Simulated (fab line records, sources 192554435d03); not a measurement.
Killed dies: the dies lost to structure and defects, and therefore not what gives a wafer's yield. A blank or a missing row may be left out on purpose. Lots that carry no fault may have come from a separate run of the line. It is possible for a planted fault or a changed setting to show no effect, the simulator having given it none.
Matching of chambers    flow n5 finfet    N5_SDB_STRIP_21 on rie diel-05: 4 sister chambers
The step strips in CF4. 22 wafers are shown with their chamber, then 11 later ones without.

## EACH WAFER AND ITS CHAMBER
wafer   chamber  drypump motor current A (A)  throttle valve pct (%)  showerhead plenum p Torr (Torr)
L076.1  2        5.5                          13.87                   1.71
L076.3  3        4.8                          13.65                   1.87
L076.4  0        5.9                          13.66                   1.77
L080.1  3        4.8                          13.66                   1.86
L080.3  2        5.5                          13.89                   1.70
L080.5  3        4.9                          13.66                   1.86
L084.2  3        4.9                          13.70                   1.86
L084.4  0        5.9                          13.12                   1.76
L084.5  3        4.8                          13.68                   1.86
L087.1  1        5.2                          13.73                   1.83
L087.2  2        5.5                          13.33                   1.91
L087.6  0        5.9                          13.12                   1.76
L089.2  3        4.9                          13.72                   1.86
L089.3  0        5.9                          13.14                   1.76
L089.5  1        5.2                          13.77                   1.82
L090.3  2        5.6                          13.35                   1.91
L090.4  0        5.9                          13.12                   1.76
L090.5  2        5.5                          13.32                   1.91
L093.1  1        5.2                          13.78                   1.82
L093.2  3        4.8                          13.74                   1.86
L093.3  0        5.9                          13.16                   1.76
L093.4  2        5.5                          13.36                   1.91

SIGNATURES, as means of the wafers listed above
reading                   chamber 0  chamber 1  chamber 2  chamber 3  scatter within a chamber
drypump motor current A   5.900      5.200      5.517      4.843      0.0376
throttle valve pct        13.2200    13.7600    13.5200    13.6871    0.187
showerhead plenum p Torr  1.7617     1.8233     1.8417     1.8614     0.0559
Rule: for a wafer and a chamber, the distance is found by dividing, reading by reading, the gap between the wafer's reading and the chamber's mean by the reading's scatter, squaring, summing and taking the root. The wafer belongs to the nearest chamber; if the next one is less than 2 further off, it can't be placed. The scatter: take each reading less its chamber's mean, square it, sum over the shown wafers, divide by the number of wafers less the number of chambers, and take the root.

## WAFERS WHOSE CHAMBER IS MISSING
wafer   drypump motor current A (A)  throttle valve pct (%)  showerhead plenum p Torr (Torr)
L093.5  4.8                          13.75                   1.86
L093.6  5.9                          13.15                   1.76
L094.1  5.2                          13.80                   1.82
L094.3  5.5                          13.36                   1.91
L094.4  4.9                          13.74                   1.86
L096.3  5.2                          13.79                   1.82
L096.4  5.5                          13.37                   1.91
L096.5  4.8                          13.78                   1.85
L097.2  5.2                          13.80                   1.82
L097.3  5.5                          13.38                   1.91
L097.4  5.9                          13.17                   1.76

## THE CHAMBER EACH PASSED THROUGH
wafer   from the rows above  in truth
L093.5  3                    3
L093.6  0                    0
L094.1  1                    1
L094.3  2                    2
L094.4  3                    3
L096.3  1                    1
L096.4  2                    2
L096.5  3                    3
L097.2  1                    1
L097.3  2                    2
L097.4  0                    0
11 of 11 placed correctly. Not placeable from these rows: 0. 0 placed wrongly.
